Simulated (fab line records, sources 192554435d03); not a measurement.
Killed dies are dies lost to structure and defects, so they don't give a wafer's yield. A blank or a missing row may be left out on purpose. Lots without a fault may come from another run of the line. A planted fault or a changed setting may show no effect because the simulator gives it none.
Chamber matching | flow n5_finfet | N5_BEOL_M10_PECVD_70 on pecvd-03: 3 sister chambers
The step deposits SiO2 from TEOS/O2, target thk 20 nm, time 22.7 s. 6 wafers are shown with their chamber, then 7 later ones without.

WAFERS WITH THEIR CHAMBER
wafer  | chamber | showerhead_plenum_p_Torr (Torr) | throttle_valve_pct (%)
L136.4 | 0       | 8.70                            | 24.8
L143.1 | 1       | 8.71                            | 22.2
L143.5 | 0       | 8.70                            | 24.7
L143.6 | 2       | 8.87                            | 22.3
L144.1 | 1       | 8.72                            | 22.5
L144.2 | 2       | 8.87                            | 21.8

WAFERS WITHOUT THEIR CHAMBER
wafer  | showerhead_plenum_p_Torr (Torr) | throttle_valve_pct (%)
L144.5 | 8.71                            | 24.7
L146.3 | 8.88                            | 22.2
L146.5 | 8.71                            | 22.6
L146.6 | 8.88                            | 22.1
L145.2 | 8.86                            | 22.0
L145.4 | 8.69                            | 24.9
L145.6 | 8.91                            | 22.0

WHICH CHAMBER EACH WENT THROUGH
wafer  | from the rows above | in truth
L144.5 | 0                   | 0
L146.3 | 2                   | 2
L146.5 | 1                   | 1
L146.6 | 2                   | 2
L145.2 | 2                   | 2
L145.4 | 0                   | 0
L145.6 | 2                   | 2
Placed correctly: 7 of 7. Can't be placed from these rows: 0. Placed wrongly: 0.
How it was worked out, from the rows above alone: a wafer's distance from a chamber is the root of the sum, over the readings, of the square of ((its reading less the chamber's mean) divided by the reading's scatter). The wafer belongs to the nearest chamber; if the next one is less than 2 further off, it can't be placed. A chamber's mean is the mean of its shown wafers. The scatter: the root of (the sum of the squares of (reading less its chamber's mean) over the shown wafers, divided by (wafers less chambers)).
